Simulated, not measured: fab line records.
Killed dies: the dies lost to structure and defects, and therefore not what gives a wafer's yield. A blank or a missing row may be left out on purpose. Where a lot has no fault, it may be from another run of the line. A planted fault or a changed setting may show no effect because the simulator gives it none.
Which tool is to blame?    flow nand_harc    Sampling: 24 lots, 72 wafers, 6 of 1302 route steps

== WHAT EACH GAUGE READ, for each wafer ==
NHARC_A_M0_CD_MEAS_09: the cd target is 80 nm.
lot   measured      on         cd_nm (nm)
L074  day 22 14:53  cd_sem-02  79.2 79.8 79.6
L076  day 23 07:52  cd_sem-01  78.0 78.2 77.8
L077  day 23 10:23  cd_sem-01  79.9 79.1 78.5
L078  day 24 04:29  cd_sem-03  80.1 79.5 81.4
L079  day 24 15:11  cd_sem-01  79.6 79.7 80.3
L081  day 25 19:28  cd_sem-03  79.9 79.9 79.1
L075  day 25 23:31  cd_sem-01  80.7 80.0 80.4
L080  day 26 01:37  cd_sem-03  79.6 81.3 80.8
L082  day 26 10:31  cd_sem-03  79.2 78.5 79.9
L083  day 26 14:25  cd_sem-01  80.4 80.4 79.3
L084  day 26 14:52  cd_sem-01  79.7 80.7 79.7
L085  day 27 11:47  cd_sem-03  80.4 80.1 80.3
L086  day 27 21:28  cd_sem-01  80.3 80.3 79.4
L087  day 28 12:50  cd_sem-02  80.2 79.0 79.4
L090  day 28 18:01  cd_sem-01  79.4 80.1 80.9
L089  day 28 18:53  cd_sem-01  78.9 79.7 80.2
L088  day 29 05:33  cd_sem-03  80.1 79.2 79.1
L092  day 29 07:17  cd_sem-02  80.8 79.7 79.7
L091  day 29 10:51  cd_sem-01  79.6 80.4 79.3
L093  day 30 08:00  cd_sem-03  80.3 80.2 79.7
L095  day 31 16:25  cd_sem-03  80.6 79.9 79.5
L096  day 31 19:25  cd_sem-03  79.5 81.7 80.4
L094  day 31 23:01  cd_sem-01  81.0 80.5 81.1
L097  day 32 02:30  cd_sem-01  80.1 80.6 79.5

NHARC_A_M1_THK_MEAS_24: measures by xrf.
lot   measured      on             thk_nm (nm)
L074  day 22 21:32  film_metro-02  151.8 152.7 153.0
L076  day 23 14:35  film_metro-02  153.3 153.4 155.9
L077  day 23 17:22  film_metro-02  151.8 154.1 153.8
L078  day 24 11:08  film_metro-01  156.1 153.8 156.7
L079  day 24 21:45  film_metro-02  153.3 155.0 155.7
L081  day 26 02:38  film_metro-01  155.6 153.8 154.6
L075  day 26 06:31  film_metro-01  153.3 154.1 153.1
L080  day 26 08:30  film_metro-01  156.5 154.2 155.9
L082  day 26 17:52  film_metro-01  152.4 154.6 152.4
L083  day 26 21:20  film_metro-01  154.0 154.2 155.1
L084  day 26 22:03  film_metro-02  155.1 156.2 157.6
L085  day 27 18:53  film_metro-02  152.5 155.1 151.1
L086  day 28 04:33  film_metro-01  151.8 155.3 154.7
L087  day 28 19:31  film_metro-01  153.3 155.2 155.6
L090  day 29 01:46  film_metro-01  151.9 151.9 151.4
L089  day 29 02:20  film_metro-01  154.8 155.1 156.8
L088  day 29 12:07  film_metro-02  155.5 157.6 154.3
L092  day 29 14:02  film_metro-02  153.1 156.4 154.0
L091  day 29 17:41  film_metro-02  153.1 155.3 156.1
L093  day 30 14:42  film_metro-01  153.7 154.8 151.8
L095  day 31 23:02  film_metro-02  152.7 152.7 154.1
L096  day 32 02:01  film_metro-02  153.3 154.3 152.2
L094  day 32 05:45  film_metro-02  154.9 156.9 156.5
L097  day 32 09:40  film_metro-02  156.9 153.9 156.2

NHARC_A_BONDPAD_INSPECT_23.
lot   measured      on                 raw_defect_count
L074  day 23 02:23  defect_inspect-01  524 528 547
L076  day 23 19:30  defect_inspect-02  477 614 512
L077  day 23 22:07  defect_inspect-01  542 539 797
L078  day 24 16:07  defect_inspect-02  373 345 427
L079  day 25 02:40  defect_inspect-01  538 538 454
L081  day 26 07:21  defect_inspect-02  568 593 709
L075  day 26 11:17  defect_inspect-02  811 637 632
L080  day 26 13:20  defect_inspect-02  703 443 532
L082  day 26 23:07  defect_inspect-01  748 616 571
L083  day 27 02:35  defect_inspect-01  474 527 424
L084  day 27 02:48  defect_inspect-01  386 518 488
L085  day 28 00:10  defect_inspect-02  574 604 552
L086  day 28 09:23  defect_inspect-02  432 505 452
L087  day 29 02:25  defect_inspect-02  442 563 366
L090  day 29 06:44  defect_inspect-01  466 525 409
L089  day 29 07:10  defect_inspect-02  531 556 619
L088  day 29 16:58  defect_inspect-02  497 476 542
L092  day 29 18:47  defect_inspect-01  373 402 461
L091  day 29 23:05  defect_inspect-01  633 639 622
L093  day 30 19:34  defect_inspect-01  707 553 623
L095  day 32 04:28  defect_inspect-01  563 523 777
L096  day 32 06:45  defect_inspect-01  539 429 501
L094  day 32 10:59  defect_inspect-01  508 553 498
L097  day 32 14:31  defect_inspect-01  513 450 907

NHARC_THIN_TSV_CD_MEAS_12: the cd target is 1000 nm.
lot   measured      on         cd_nm (nm)
L074  day 23 16:17  cd_sem-03  997.1 999.7 1001.8
L076  day 24 09:16  cd_sem-03  1001.0 1001.3 1000.2
L077  day 24 10:26  cd_sem-01  999.8 997.3 998.8
L078  day 25 05:26  cd_sem-01  996.3 997.7 996.1
L079  day 25 16:34  cd_sem-03  999.6 1001.5 999.6
L081  day 26 22:05  cd_sem-03  1003.6 1001.1 1003.1
L075  day 26 20:52  cd_sem-03  1001.7 998.9 1001.9
L080  day 27 04:15  cd_sem-01  997.2 999.5 1000.6
L082  day 27 14:00  cd_sem-03  997.5 1000.0 1000.2
L083  day 27 16:17  cd_sem-01  1001.1 1002.3 1000.3
L084  day 27 15:15  cd_sem-01  999.2 1001.5 1004.0
L085  day 28 13:47  cd_sem-02  998.9 1001.7 998.3
L086  day 28 23:05  cd_sem-01  1004.9 1001.4 1000.8
L087  day 29 17:40  cd_sem-01  999.2 997.3 999.2
L090  day 29 18:56  cd_sem-01  1000.3 999.1 999.1
L089  day 29 21:29  cd_sem-03  997.9 1000.5 997.9
L088  day 30 05:17  cd_sem-03  998.2 998.5 1000.1
L092  day 30 06:29  cd_sem-02  999.5 1002.1 1003.9
L091  day 30 11:08  cd_sem-03  1000.9 996.9 999.1
L093  day 31 08:25  cd_sem-03  1000.5 1001.5 1001.7
L095  day 32 16:40  cd_sem-02  1001.5 998.8 1000.6
L096  day 32 17:54  cd_sem-01  1000.1 998.9 998.2
L094  day 32 23:05  cd_sem-03  999.1 1000.8 998.6
L097  day 33 03:34  cd_sem-03  1000.9 999.5 999.2

== EACH LOT AND THE TOOL THAT RAN IT (in order: tool; ch and the chambers of the sampled wafers; start) ==
lot   NHARC_A_M1_DESCUM_14                NHARC_A_BONDPAD_DEP_00
L074  rie_diel-03 ch 0,1,2, day 22 19:08  pecvd-03 ch 1,2, day 22 22:24
L076  rie_diel-10 ch 1,3, day 23 12:07    pecvd-01 ch 1,2, day 23 15:29
L077  rie_diel-03 ch 0,1,2, day 23 14:53  pecvd-01 ch 0,1,2, day 23 18:14
L078  rie_diel-02 ch 1,2,3, day 24 08:43  pecvd-01 ch 0,2, day 24 16:07 or earlier
L079  rie_diel-03 ch 1,2,3, day 24 19:20  pecvd-03 ch 0,2, day 24 22:38
L081  rie_diel-02 ch 1,2, day 25 23:47    pecvd-02 ch 0,2, day 26 03:30
L075  rie_diel-03 ch 0,1,3, day 26 04:07  pecvd-03 ch 0,1,2, day 26 07:22
L080  rie_diel-02 ch 0,2, day 26 06:06    pecvd-03 ch 1,2, day 26 09:21
L082  rie_diel-10 ch 0,1,2, day 26 15:07  pecvd-03 ch 0,1,2, day 26 18:43
L083  rie_diel-03 ch 0,2,3, day 26 18:38  pecvd-01 ch 1,2, day 27 02:35 or earlier
L084  rie_diel-03 ch 0,1,2, day 26 19:19  pecvd-02 ch 0,1,2, day 26 22:54
L085  rie_diel-02 ch 0,2,3, day 27 16:03  pecvd-03 ch 0,2, day 27 20:09
L086  rie_diel-03 ch 1,3, day 28 02:08    pecvd-03 ch 0,1,2, day 28 05:24
L087  rie_diel-03 ch 0,1,2, day 28 17:04  pecvd-03 ch 1,2, day 28 22:22
L090  rie_diel-10 ch 0,1,3, day 28 23:20  pecvd-03 ch 0,1, day 29 02:37
L089  rie_diel-03 ch 1,2,3, day 28 23:53  pecvd-02 ch 0,2, day 29 03:16
L088  rie_diel-10 ch 1,2,3, day 29 09:44  pecvd-03 ch 0,2, day 29 13:01
L092  rie_diel-03 ch 0,1,3, day 29 11:37  pecvd-02 ch 1,2, day 29 14:54
L091  rie_diel-10 ch 1,2, day 29 15:16    pecvd-01 ch 0,1,2, day 29 18:36
L093  rie_diel-10 ch 2,3, day 30 12:17    pecvd-01 ch 0,2, day 30 15:36
L095  rie_diel-10 ch 0,1,2, day 31 20:33  pecvd-03 ch 0,1,2, day 31 23:53
L096  rie_diel-02 ch 0,1,3, day 31 23:37  pecvd-03 ch 0,1,2, day 32 02:56
L094  rie_diel-02 ch 1,2, day 32 03:20    pecvd-01 ch 0,1, day 32 07:02
L097  rie_diel-10 ch 0,2,3, day 32 07:15  pecvd-01 ch 1,2, day 32 10:35
- NHARC_A_M1_DESCUM_14: chemistry O2, time 3 s.
- NHARC_A_BONDPAD_DEP_00: deposits SiCN, target thk 250 nm.

== WHAT THE TOOLS THEMSELVES READ (means of the sampled wafers that have a number; where no wafer has one, the mark that the record gives instead) ==
NHARC_A_M1_DESCUM_14.
lot   tool         drypump_motor_current_A (A)  mfc_ar_sccm (sccm)  oes_product_au (a.u.)  rf_vpp_V (V)  showerhead_plenum_p_Torr (Torr)  throttle_valve_pct (%)
L074  rie_diel-03  5.4                          0.008               0.998                  57.5          1.96                             11.314
L076  rie_diel-10  6.0                          0.010               0.992                  58.1          1.94                             11.311
L077  rie_diel-03  5.4                          0.008               1.000                  58.8          1.96                             11.311
L078  rie_diel-02  6.1                          0.009               1.003                  57.9          1.95                             11.308
L079  rie_diel-03  5.7                          0.007               0.998                  57.5          1.94                             11.310
L081  rie_diel-02  6.1                          0.010               0.997                  57.8          1.97                             11.307
L075  rie_diel-03  5.6                          0.008               1.002                  59.1          2.02                             11.304
L080  rie_diel-02  6.0                          0.002               1.004                  58.0          2.01                             11.305
L082  rie_diel-10  5.9                          0.005               1.007                  57.2          2.00                             11.303
L083  rie_diel-03  5.4                          0.001               0.988                  58.3          1.95                             11.314
L084  rie_diel-03  5.4                          0.008               0.998                  58.2          1.96                             11.309
L085  rie_diel-02  6.1                          0.003               1.002                  57.5          1.98                             11.310
L086  rie_diel-03  5.9                          0.015               1.002                  57.9          2.01                             11.311
L087  rie_diel-03  5.4                          0.008               1.009                  57.5          1.95                             11.304
L090  rie_diel-10  6.0                          0.012               0.999                  56.9          1.98                             11.316
L089  rie_diel-03  5.7                          0.007               0.995                  58.0          1.94                             11.305
L088  rie_diel-10  5.9                          0.013               0.993                  58.7          1.99                             11.311
L092  rie_diel-03  5.6                          0.008               1.010                  58.0          2.02                             11.317
L091  rie_diel-10  5.9                          0.003               0.998                  57.7          1.97                             11.315
L093  rie_diel-10  5.9                          0.016               1.019                  57.3          2.04                             11.318
L095  rie_diel-10  5.9                          0.005               1.000                  58.4          2.00                             11.309
L096  rie_diel-02  6.1                          0.007               1.007                  57.7          1.95                             11.311
L094  rie_diel-02  6.1                          0.014               1.000                  57.4          1.94                             11.319
L097  rie_diel-10  5.9                          0.015               1.000                  57.9          2.02                             11.307

NHARC_A_BONDPAD_DEP_00.
lot   tool      heater_power_w (W)
L074  pecvd-03  560
L076  pecvd-01  518
L077  pecvd-01  612
L078  pecvd-01  703
L079  pecvd-03  548
L081  pecvd-02  586
L075  pecvd-03  548
L080  pecvd-03  605
L082  pecvd-03  576
L083  pecvd-01  524
L084  pecvd-02  601
L085  pecvd-03  567
L086  pecvd-03  552
L087  pecvd-03  613
L090  pecvd-03  613
L089  pecvd-02  614
L088  pecvd-03  587
L092  pecvd-02  637
L091  pecvd-01  599
L093  pecvd-01  725
L095  pecvd-03  513
L096  pecvd-03  555
L094  pecvd-01  563
L097  pecvd-01  578

== THE ANSWER, worked out from the rows above alone ==
Rule: usual is defined by the lots themselves. The widest of any qualifying gaps counts: lots, ordered by their means at a reading, are off when they make up no more than a third of the lots, leave a main group of 4 or more, and stand apart from it by 3 or more times the standard deviation of that group's means. A main group is skipped when, at the precision printed for the reading in the tables above, its means are all equal. A lot without any number at a reading at which 4 lots or more have one is off too. Where the step has rows for the other lots, those lots are counted as sound. Order of review: gauges by route order, followed by the tools' own readings, for which a lot's mean as printed above is used. At the first step where some lot is off, the reading lying furthest off is the one used; lots without a number count as furthest.
None of the lots is off at any reading shown; this tells nothing.

== WHAT THE SIMULATOR HAD INSERTED ==
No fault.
